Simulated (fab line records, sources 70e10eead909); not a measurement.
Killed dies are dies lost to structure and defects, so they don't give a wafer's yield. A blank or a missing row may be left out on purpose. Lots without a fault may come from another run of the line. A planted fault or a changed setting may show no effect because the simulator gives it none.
Chamber matching | flow nand_harc | NHARC_A_CONTACT_CMP_20 on cmp-02: 4 sister chambers
The step polishes, t overpolish 30 s, target thk 300 nm. 14 wafers are shown with their chamber, then 7 later ones without.

WAFERS WITH THEIR CHAMBER
wafer  | chamber | motor_current_A (A) | time_to_endpoint_s (s) | retaining_ring_pressure_frac
L236.1 | 2       | 12.0                | 50                     | 1.002
L236.5 | 0       | 10.9                | 57                     | 0.988
L236.6 | 3       | 14.2                | 60                     | 0.999
L235.1 | 1       | 10.1                | 51                     | 1.000
L235.4 | 2       | 11.9                | 50                     | 1.004
L235.5 | 2       | 12.0                | 53                     | 0.992
L242.1 | 0       | 10.8                | 58                     | 0.999
L242.2 | 2       | 12.5                | 54                     | 1.000
L242.3 | 1       | 10.7                | 54                     | 0.999
L243.3 | 3       | 13.7                | 60                     | 0.998
L243.4 | 0       | 11.6                | 61                     | 1.001
L243.5 | 0       | 11.2                | 57                     | 1.007
L247.1 | 0       | 11.4                | 60                     | 1.004
L247.4 | 1       | 10.3                | 54                     | 0.985

SIGNATURES (means of the wafers above)
reading                      | chamber 0 | chamber 1 | chamber 2 | chamber 3 | scatter within a chamber
motor_current_A              | 11.180    | 10.367    | 12.100    | 13.950    | 0.313
time_to_endpoint_s           | 58.60     | 53.00     | 51.75     | 60.00     | 1.79
retaining_ring_pressure_frac | 0.99980   | 0.99467   | 0.99950   | 0.99850   | 0.0066
Rule: a wafer's distance from a chamber is the root of the sum, over the readings, of the square of ((its reading less the chamber's mean) divided by the reading's scatter). The wafer belongs to the nearest chamber; if the next one is less than 2 further off, it can't be placed. The scatter: the root of (the sum of the squares of (reading less its chamber's mean) over the shown wafers, divided by (wafers less chambers)).

WAFERS WITHOUT THEIR CHAMBER
wafer  | motor_current_A (A) | time_to_endpoint_s (s) | retaining_ring_pressure_frac
L247.6 | 12.4                | 53                     | 0.993
L249.2 | 11.7                | 57                     | 1.002
L249.3 | 10.4                | 61                     | 0.995
L249.5 | 11.0                | 63                     | 1.012
L257.1 | 11.0                | 57                     | 0.998
L257.5 | 13.2                | 58                     | 0.987
L257.6 | 12.3                | 52                     | 1.000

WHICH CHAMBER EACH WENT THROUGH
wafer  | from the rows above     | in truth
L247.6 | 2                       | 2
L249.2 | can't be placed: 0 or 2 | 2
L249.3 | can't be placed: 0 or 1 | 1
L249.5 | 0                       | 0
L257.1 | can't be placed: 0 or 1 | 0
L257.5 | 3                       | 3
L257.6 | 2                       | 2
Placed correctly: 4 of 7. Can't be placed from these rows: 3 (the true chamber is among the candidates in 3). Placed wrongly: 0.
